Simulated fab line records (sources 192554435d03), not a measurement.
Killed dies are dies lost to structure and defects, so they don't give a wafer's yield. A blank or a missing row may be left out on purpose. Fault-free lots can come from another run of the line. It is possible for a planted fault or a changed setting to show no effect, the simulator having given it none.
Which tool is to blame?    flow n5 finfet    12 lots, 35 wafers sampled, at 5 steps of a route of 1938

WHAT EACH GAUGE READ, for each wafer
Not one reading of a measure or inspect step in the record can be checked against a usual standard deviation.

EACH LOT AND THE TOOL THAT RAN IT (in order: tool; ch and the chambers of the sampled wafers; start)
lot   N5_BEOL_M9_DEGAS_44           N5_BEOL_M9_SPUTTER_48         N5_BEOL_M10_PECVD_70             N5_BEOL_M10_COAT_59                N5_PASSIVATION_PROBE_49
L586  pvd sputter-02, day 11 01:05  pvd sputter-02, day 11 01:52  pecvd-03 ch 0,1,2, day 11 03:31  litho track-02 ch 0, day 11 04:06  prober-01, day 13 06:59
L587  pvd sputter-01, day 11 01:20  pvd sputter-02, day 11 02:07  pecvd-02 ch 1,2, day 11 03:45    litho track-02 ch 0, day 11 06:25  prober-01, day 13 20:38
L591  pvd sputter-02, day 11 12:53  pvd sputter-01, day 11 14:24  pecvd-03 ch 0,1, day 11 16:50    litho track-02 ch 0, day 11 17:46  prober-01, day 14 01:22
L590  pvd sputter-03, day 11 14:40  pvd sputter-03, day 11 17:02  pecvd-02 ch 0,1,2, day 11 19:35  litho track-02 ch 0, day 11 22:11  prober-02, day 14 03:18
L592  pvd sputter-01, day 12 05:26  pvd sputter-03, day 12 06:26  pecvd-03 ch 1,2, day 12 08:38    litho track-03 ch 0, day 12 09:47  prober-01, day 14 16:14
L598  pvd sputter-01, day 13 19:12  pvd sputter-02, day 13 19:50  pecvd-03 ch 0,1,2, day 13 21:29  litho track-03 ch 0, day 13 22:41  prober-01, day 16 09:29
L600  pvd sputter-03, day 14 23:55  pvd sputter-02, day 15 02:37  pecvd-01 ch 0,1,2, day 15 04:15  litho track-04 ch 0, day 15 05:05  prober-01, day 17 14:17
L601  pvd sputter-01, day 15 05:14  pvd sputter-02, day 15 07:26  pecvd-01 ch 0,2, day 15 09:34    litho track-04 ch 0, day 15 09:53  prober-01, day 17 13:44
L604  pvd sputter-02, day 15 12:47  pvd sputter-01, day 15 13:44  pecvd-03 ch 0,1,2, day 15 15:31  litho track-03 ch 0, day 15 16:59  prober-01, day 18 07:34
L603  pvd sputter-02, day 15 17:35  pvd sputter-03, day 15 18:59  pecvd-02 ch 0,2, day 15 20:38    litho track-03 ch 0, day 15 21:26  prober-01, day 18 06:12
L606  pvd sputter-02, day 15 17:58  pvd sputter-02, day 15 19:55  pecvd-01 ch 0,2, day 15 21:40    litho track-03 ch 0, day 15 22:07  prober-01, day 18 16:16
L608  pvd sputter-01, day 16 10:00  pvd sputter-03, day 16 10:41  pecvd-03 ch 1,2, day 16 12:25    litho track-03 ch 0, day 16 16:05  prober-01, day 19 04:54
- N5_BEOL_M9_DEGAS_44: time 60 s.
- N5_BEOL_M9_SPUTTER_48: material Cu, target thk 12 nm, time 2 s.
- N5_BEOL_M10_PECVD_70: deposits SiO2 from TEOS/O2, target thk 20 nm, time 22.7 s.
- N5_BEOL_M10_COAT_59: time 60 s, resist thk 100 nm.
- N5_PASSIVATION_PROBE_49

WHAT THE TOOLS THEMSELVES READ (means of the sampled wafers that have a number; where no wafer has one, the mark that the record gives instead)
N5_BEOL_M9_DEGAS_44.
lot   tool            heater power w (W)
L586  pvd sputter-02  388
L587  pvd sputter-01  340
L591  pvd sputter-02  413
L590  pvd sputter-03  391
L592  pvd sputter-01  343
L598  pvd sputter-01  334
L600  pvd sputter-03  412
L601  pvd sputter-01  312
L604  pvd sputter-02  383
L603  pvd sputter-02  340
L606  pvd sputter-02  336
L608  pvd sputter-01  342

N5_BEOL_M9_SPUTTER_48.
lot   tool            throttle valve pct (%)
L586  pvd sputter-02  29.9
L587  pvd sputter-02  30.4
L591  pvd sputter-01  29.2
L590  pvd sputter-03  31.5
L592  pvd sputter-03  30.3
L598  pvd sputter-02  30.4
L600  pvd sputter-02  30.5
L601  pvd sputter-02  30.0
L604  pvd sputter-01  29.2
L603  pvd sputter-03  31.3
L606  pvd sputter-02  30.7
L608  pvd sputter-03  30.3

N5_BEOL_M10_PECVD_70.
lot   tool      heater power w (W)  showerhead plenum p Torr (Torr)  throttle valve pct (%)
L586  pecvd-03  739                 8.78                             22.7
L587  pecvd-02  695                 8.78                             23.1
L591  pecvd-03  747                 8.80                             24.5
L590  pecvd-02  681                 8.73                             21.9
L592  pecvd-03  666                 8.82                             23.2
L598  pecvd-03  716                 8.76                             22.8
L600  pecvd-01  673                 8.81                             23.8
L601  pecvd-01  705                 8.77                             24.6
L604  pecvd-03  732                 8.79                             22.8
L603  pecvd-02  717                 8.69                             21.1
L606  pecvd-01  716                 8.77                             24.3
L608  pecvd-03  637                 8.80                             21.7

N5_BEOL_M10_COAT_59.
lot   tool            heater power total W (W)  plate temp C (C)
L586  litho track-02  501.5                     249.90
L587  litho track-02  499.0                     250.16
L591  litho track-02  495.1                     247.73
L590  litho track-02  495.6                     247.57
L592  litho track-03  499.5                     250.07
L598  litho track-03  501.7                     249.86
L600  litho track-04  502.2                     250.14
L601  litho track-04  499.8                     250.14
L604  litho track-03  501.0                     249.88
L603  litho track-03  501.8                     250.16
L606  litho track-03  501.7                     250.00
L608  litho track-03  499.1                     249.86

N5_PASSIVATION_PROBE_49.
lot   tool       defect limited yield (%)  killed_at_M0_to_M3  killed_at_M4_up  killed at contacts  killed at front end  killed at other  killed dies  killed open  killed short  sort_bin_5_function (%)  sort_bin_6_memory (%)  sort n pass  sort yield pct (%)
L586  prober-01  92.9                      29                  11               7                   32                   5.0              84           59           25            4.6                      2.3                    1096         92.9
L587  prober-01  92.2                      30                  12               8                   36                   5.7              92           62           28            4.7                      2.9                    1088         92.2
L591  prober-01  92.1                      19                  9                21                  40                   2.7              93           60           31            4.5                      3.0                    1087         92.1
L590  prober-02  91.3                      23                  23               11                  39                   7.3              103          72           31            4.7                      3.6                    1077         91.3
L592  prober-01  90.9                      18                  13               29                  42                   5.7              108          75           33            5.1                      3.7                    1072         90.9
L598  prober-01  92.0                      33                  11               16                  34                   1.7              95           63           31            4.8                      3.1                    1085         92.0
L600  prober-01  90.7                      43                  15               28                  22                   2.7              110          81           29            5.6                      3.5                    1070         90.7
L601  prober-01  92.2                      20                  19               7                   41                   4.7              92           60           28            4.5                      3.0                    1088         92.2
L604  prober-01  90.3                      44                  12               11                  44                   3.7              114          72           39            5.4                      3.9                    1066         90.3
L603  prober-01  92.3                      29                  12               6                   42                   2.3              91           65           26            4.5                      2.9                    1089         92.3
L606  prober-01  87.8                      54                  22               8                   56                   3.5              144          99           46            7.6                      4.2                    1036         87.8
L608  prober-01  91.4                      37                  18               14                  30                   1.7              102          65           36            5.0                      3.2                    1078         91.4

THE ANSWER, worked out from the rows above alone
Rule: the lots themselves supply what counts as usual. Put in order of their means at a reading, lots are off if they are a third of the lots or fewer, leave a main group of 4 or more, and stand apart from it by a gap of 3 or more times the standard deviation of the main group's means; of several such gaps the widest counts. A main group whose means are all the same, to the digits that the tables above print for the reading, isn't used. A lot without any number at a reading at which 4 lots or more have one is off too. The other lots that the step has rows for count as sound. Order of review: gauges by route order, followed by the tools' own readings, for which a lot's mean as printed above is used. The first step at which some lot is off is used, and at that step the reading that is off furthest; a lot without a number counts as furthest.
Off: L591, L590, at N5_BEOL_M10_COAT_59 (plate temp C). The main group has a mean of 250.02 C with a standard deviation of 0.12.
If a tool, at that step or one of the process steps before it, ran each lot that is off and ran no sound lot following the first of them, it fits. One fits: litho track-02 at N5_BEOL_M10_COAT_59. Its last sound lot is L587 (day 11 06:25), its first lot that is off L591 (day 11 17:46): a fault that began between those two fits.
The tool's own readings at N5_BEOL_M10_COAT_59 bear it out: on the lots that are off they differ by more than 5 times the standard deviation of the sound lots' means. plate temp C reads 247.65 C there against 250.02 C on the sound lots.

WHAT THE SIMULATOR PUT IN
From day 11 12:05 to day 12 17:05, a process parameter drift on litho track-02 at N5_BEOL_M10_COAT_59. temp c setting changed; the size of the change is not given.
Lots struck among those shown: L591, L590. The rule above found the same.
